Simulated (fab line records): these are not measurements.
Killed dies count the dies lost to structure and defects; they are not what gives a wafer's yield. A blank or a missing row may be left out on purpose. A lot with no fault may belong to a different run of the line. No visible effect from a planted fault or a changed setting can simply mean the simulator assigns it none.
What tool caused it?	flow n5 finfet	24 lots, 72 wafers sampled, at 6 steps of a route of 1938

## WHAT THE GAUGES READ, wafer by wafer
N5_BEOL_M2_THK_MEAS_01. Usual: M2_ILD_THK 78.6 nm, standard deviation 1.1.
lot	measured	on	M2_ILD_THK (nm)	flag
L074	day 6 12:44	film metro-01	78.6 77.5 79.6	
L075	day 6 19:53	film metro-02	77.9 78.1 78.4	
L076	day 7 00:32	film metro-02	78.7 78.0 80.5	
L077	day 7 06:41	film metro-02	76.9 77.5 77.8	
L078	day 7 12:14	film metro-02	77.8 76.5 79.4	
L079	day 7 12:40	film metro-02	78.8 79.1 77.5	
L080	day 7 20:41	film metro-02	79.9 78.6 81.0	
L081	day 8 01:01	film metro-02	76.6 78.2 77.0	
L082	day 8 06:19	film metro-02	77.8 78.1 78.3	
L083	day 9 03:32	film metro-02	78.0 79.0 79.1	
L084	day 9 03:33	film metro-02	76.3 78.5 77.1	
L085	day 9 05:29	film metro-02	78.6 78.4 78.1	
L086	day 9 10:55	film metro-02	79.6 81.0 80.3	
L087	day 9 20:24	film metro-02	79.6 80.3 79.5	
L088	day 10 02:12	film metro-02	78.1 78.5 79.4	
L089	day 10 13:29	film metro-01	78.3 77.3 78.9	
L090	day 10 14:39	film metro-02	77.8 78.3 78.0	
L091	day 10 17:32	film metro-01	78.1 79.9 78.8	
L092	day 10 22:53	film metro-02	77.3 79.5 80.8	
L093	day 11 04:58	film metro-01	76.7 78.6 80.1	
L094	day 11 19:43	film metro-02	77.9 77.9 78.0	
L095	day 11 22:47	film metro-01	80.7 79.4 79.6	
L096	day 12 01:44	film metro-02	79.1 78.6 79.6	
L097	day 12 03:18	film metro-02	76.0 78.4 77.9	

## TOOL THAT RAN EACH LOT (tool first, then ch and the chambers of the sampled wafers, then the start)
lot	N5_BEOL_M1_ALD_84	N5_BEOL_M1_SPUTTER_48	N5_BEOL_M1_SPUTTER_86	N5_BEOL_M1_SPUTTER_90	N5_BEOL_M1_SPUTTER_92
L074	ald metal-03 ch 0,1,2, day 6 07:12	pvd sputter-03, day 6 07:53	pvd sputter-03, day 6 09:13	pvd sputter-03, day 6 10:05	pvd sputter-03, day 6 10:32
L075	ald metal-02 ch 0,1,3, day 6 16:20	pvd sputter-02, day 6 16:53	pvd sputter-02, day 6 17:33	pvd sputter-02, day 6 17:59	pvd sputter-02, day 6 18:13
L076	ald metal-01 ch 0,2, day 6 19:13	pvd sputter-02, day 6 21:21	pvd sputter-02, day 6 22:01	pvd sputter-02, day 6 22:27	pvd sputter-02, day 6 22:40
L077	ald metal-02 ch 0,1,3, day 7 01:47	pvd sputter-03, day 7 03:41	pvd sputter-03, day 7 04:20	pvd sputter-03, day 7 04:47	pvd sputter-03, day 7 05:00
L078	ald metal-02 ch 0,3, day 7 08:43	pvd sputter-01, day 7 09:13	pvd sputter-01, day 7 09:53	pvd sputter-01, day 7 10:19	pvd sputter-01, day 7 10:32
L079	ald metal-02 ch 0,1,3, day 7 09:01	pvd sputter-03, day 7 09:43	pvd sputter-03, day 7 10:23	pvd sputter-03, day 7 10:49	pvd sputter-03, day 7 11:02
L080	ald metal-01 ch 0,1,3, day 7 17:14	pvd sputter-03, day 7 17:45	pvd sputter-03, day 7 18:25	pvd sputter-03, day 7 18:51	pvd sputter-03, day 7 19:04
L081	ald metal-02 ch 1,3, day 7 20:32	pvd sputter-03, day 7 22:02	pvd sputter-03, day 7 22:41	pvd sputter-03, day 7 23:08	pvd sputter-03, day 7 23:21
L082	ald metal-01 ch 1,2,3, day 8 02:29	pvd sputter-01, day 8 03:22	pvd sputter-01, day 8 04:01	pvd sputter-01, day 8 04:28	pvd sputter-01, day 8 04:41
L083	ald metal-01 ch 0,1,2, day 8 23:41	pvd sputter-03, day 9 00:20	pvd sputter-03, day 9 01:00	pvd sputter-03, day 9 01:26	pvd sputter-03, day 9 01:40
L084	ald metal-02 ch 0,3, day 8 23:46	pvd sputter-01, day 9 00:34	pvd sputter-01, day 9 01:13	pvd sputter-01, day 9 01:40	pvd sputter-01, day 9 01:53
L085	ald metal-02 ch 1,2,3, day 9 00:58	pvd sputter-03, day 9 02:11	pvd sputter-03, day 9 02:50	pvd sputter-03, day 9 03:17	pvd sputter-03, day 9 03:30
L086	ald metal-02 ch 2,3, day 9 07:14	pvd sputter-02, day 9 07:43	pvd sputter-02, day 9 08:22	pvd sputter-02, day 9 08:49	pvd sputter-02, day 9 09:02
L087	ald metal-03 ch 0,2, day 9 16:57	pvd sputter-02, day 9 17:27	pvd sputter-02, day 9 18:07	pvd sputter-02, day 9 18:33	pvd sputter-02, day 9 18:46
L088	ald metal-02 ch 0,1,3, day 9 22:41	pvd sputter-03, day 9 23:14	pvd sputter-03, day 9 23:54	pvd sputter-03, day 10 00:20	pvd sputter-03, day 10 00:34
L089	ald metal-02 ch 0,1,2, day 10 09:56	pvd sputter-03, day 10 10:33	pvd sputter-03, day 10 11:13	pvd sputter-03, day 10 11:39	pvd sputter-03, day 10 11:52
L090	ald metal-02 ch 0,3, day 10 11:12	pvd sputter-02, day 10 11:43	pvd sputter-02, day 10 12:22	pvd sputter-02, day 10 12:49	pvd sputter-02, day 10 13:02
L091	ald metal-01 ch 0,2,3, day 10 13:48	pvd sputter-02, day 10 14:33	pvd sputter-02, day 10 15:13	pvd sputter-02, day 10 15:39	pvd sputter-02, day 10 15:52
L092	ald metal-02 ch 0,1,2, day 10 19:03	pvd sputter-01, day 10 19:43	pvd sputter-01, day 10 20:22	pvd sputter-01, day 10 20:49	pvd sputter-01, day 10 21:02
L093	ald metal-02 ch 2,3, day 11 01:25	pvd sputter-03, day 11 01:52	pvd sputter-03, day 11 02:35	pvd sputter-03, day 11 03:04	pvd sputter-03, day 11 03:18
L094	ald metal-01 ch 0,2,3, day 11 16:10	pvd sputter-01, day 11 16:47	pvd sputter-01, day 11 17:26	pvd sputter-01, day 11 17:53	pvd sputter-01, day 11 18:06
L095	ald metal-01 ch 0,2,3, day 11 19:19	pvd sputter-03, day 11 19:51	pvd sputter-03, day 11 20:31	pvd sputter-03, day 11 20:57	pvd sputter-03, day 11 21:10
L096	ald metal-01 ch 0,2, day 11 22:09	pvd sputter-03, day 11 22:47	pvd sputter-03, day 11 23:27	pvd sputter-03, day 11 23:53	pvd sputter-03, day 12 00:07
L097	ald metal-02 ch 1,2,3, day 11 22:26	pvd sputter-02, day 12 00:21	pvd sputter-02, day 12 01:01	pvd sputter-02, day 12 01:27	pvd sputter-02, day 12 01:40
- N5_BEOL_M1_ALD_84: deposits TaN, pulse time 2 s, purge time 3 s, co reactant purge time 2 s.
- N5_BEOL_M1_SPUTTER_48: material Cu, target thk 4.5 nm, time 8.29 s.
- N5_BEOL_M1_SPUTTER_86: material Cu, target thk 4.5 nm, time 8.29 s.
- N5_BEOL_M1_SPUTTER_90: material Cu, target thk 4.5 nm, time 8.29 s.
- N5_BEOL_M1_SPUTTER_92: material Cu, target thk 4.5 nm, time 8.29 s.

## WHAT THE TOOLS THEMSELVES READ (means of the sampled wafers that have a number; where no wafer has one, the mark that the record gives instead)
N5_BEOL_M1_ALD_84. Usual: 408 W for heater power w, sd 41.
lot	tool	heater power w (W)	flag
L074	ald metal-03	394	
L075	ald metal-02	401	
L076	ald metal-01	381	
L077	ald metal-02	407	
L078	ald metal-02	401	
L079	ald metal-02	400	
L080	ald metal-01	432	
L081	ald metal-02	381	
L082	ald metal-01	435	
L083	ald metal-01	435	
L084	ald metal-02	416	
L085	ald metal-02	387	
L086	ald metal-02	389	
L087	ald metal-03	412	
L088	ald metal-02	401	
L089	ald metal-02	412	
L090	ald metal-02	399	
L091	ald metal-01	387	
L092	ald metal-02	419	
L093	ald metal-02	396	
L094	ald metal-01	391	
L095	ald metal-01	380	
L096	ald metal-01	385	
L097	ald metal-02	383	

N5_BEOL_M1_SPUTTER_48. Usual: 30.2 % for throttle valve pct, sd 0.91.
lot	tool	throttle valve pct (%)	flag
L074	pvd sputter-03	30.1	
L075	pvd sputter-02	29.3	
L076	pvd sputter-02	29.5	
L077	pvd sputter-03	30.3	
L078	pvd sputter-01	30.6	
L079	pvd sputter-03	30.7	
L080	pvd sputter-03	30.5	
L081	pvd sputter-03	30.4	
L082	pvd sputter-01	30.5	
L083	pvd sputter-03	30.4	
L084	pvd sputter-01	31.1	
L085	pvd sputter-03	30.4	
L086	pvd sputter-02	29.7	
L087	pvd sputter-02	29.2	
L088	pvd sputter-03	29.9	
L089	pvd sputter-03	29.7	
L090	pvd sputter-02	30.0	
L091	pvd sputter-02	29.5	
L092	pvd sputter-01	30.6	
L093	pvd sputter-03	30.3	
L094	pvd sputter-01	30.8	
L095	pvd sputter-03	29.9	
L096	pvd sputter-03	29.6	
L097	pvd sputter-02	29.7	

N5_BEOL_M1_SPUTTER_86. Usual: 30.2 % for throttle valve pct, sd 0.91.
lot	tool	throttle valve pct (%)	flag
L074	pvd sputter-03	30.1	
L075	pvd sputter-02	29.6	
L076	pvd sputter-02	29.3	
L077	pvd sputter-03	30.3	
L078	pvd sputter-01	30.7	
L079	pvd sputter-03	30.6	
L080	pvd sputter-03	30.3	
L081	pvd sputter-03	30.4	
L082	pvd sputter-01	30.5	
L083	pvd sputter-03	30.6	
L084	pvd sputter-01	31.0	
L085	pvd sputter-03	30.3	
L086	pvd sputter-02	29.7	
L087	pvd sputter-02	29.3	
L088	pvd sputter-03	29.8	
L089	pvd sputter-03	29.8	
L090	pvd sputter-02	30.0	
L091	pvd sputter-02	29.7	
L092	pvd sputter-01	30.7	
L093	pvd sputter-03	30.1	
L094	pvd sputter-01	30.6	
L095	pvd sputter-03	29.8	
L096	pvd sputter-03	29.6	
L097	pvd sputter-02	29.6	

N5_BEOL_M1_SPUTTER_90. Usual: 30.2 % for throttle valve pct, sd 0.92.
lot	tool	throttle valve pct (%)	flag
L074	pvd sputter-03	30.2	
L075	pvd sputter-02	29.4	
L076	pvd sputter-02	29.2	
L077	pvd sputter-03	30.5	
L078	pvd sputter-01	30.5	
L079	pvd sputter-03	30.6	
L080	pvd sputter-03	30.6	
L081	pvd sputter-03	30.4	
L082	pvd sputter-01	30.4	
L083	pvd sputter-03	30.3	
L084	pvd sputter-01	31.0	
L085	pvd sputter-03	30.5	
L086	pvd sputter-02	29.6	
L087	pvd sputter-02	29.2	
L088	pvd sputter-03	29.9	
L089	pvd sputter-03	29.8	
L090	pvd sputter-02	30.0	
L091	pvd sputter-02	29.6	
L092	pvd sputter-01	30.9	
L093	pvd sputter-03	30.2	
L094	pvd sputter-01	30.7	
L095	pvd sputter-03	29.9	
L096	pvd sputter-03	29.6	
L097	pvd sputter-02	29.5	

N5_BEOL_M1_SPUTTER_92. Usual: 30.2 % for throttle valve pct, sd 0.92.
lot	tool	throttle valve pct (%)	flag
L074	pvd sputter-03	30.2	
L075	pvd sputter-02	29.3	
L076	pvd sputter-02	29.4	
L077	pvd sputter-03	30.4	
L078	pvd sputter-01	30.8	
L079	pvd sputter-03	30.7	
L080	pvd sputter-03	30.3	
L081	pvd sputter-03	30.3	
L082	pvd sputter-01	30.4	
L083	pvd sputter-03	30.4	
L084	pvd sputter-01	31.1	
L085	pvd sputter-03	30.4	
L086	pvd sputter-02	29.5	
L087	pvd sputter-02	29.1	
L088	pvd sputter-03	29.7	
L089	pvd sputter-03	29.9	
L090	pvd sputter-02	30.0	
L091	pvd sputter-02	29.5	
L092	pvd sputter-01	30.8	
L093	pvd sputter-03	30.3	
L094	pvd sputter-01	30.7	
L095	pvd sputter-03	29.9	
L096	pvd sputter-03	29.6	
L097	pvd sputter-02	29.6	

## THE ANSWER, worked out from the rows above alone
Rule: take the mean of a lot's wafers that have a number; if it is more than 3 standard deviations from the usual mean, the lot is off. A lot without any number at a reading at which 4 lots or more have one is off too. All remaining lots with rows at the step are treated as sound. The gauges are gone through in route order, then the tools' own readings, and for those a lot's mean is taken as printed above. The first step at which some lot is off is used, and at that step the reading that is off furthest; a lot without a number counts as furthest.
No lot is off on any of the readings shown, so nothing can be concluded from this.

## WHAT THE SIMULATOR PUT IN
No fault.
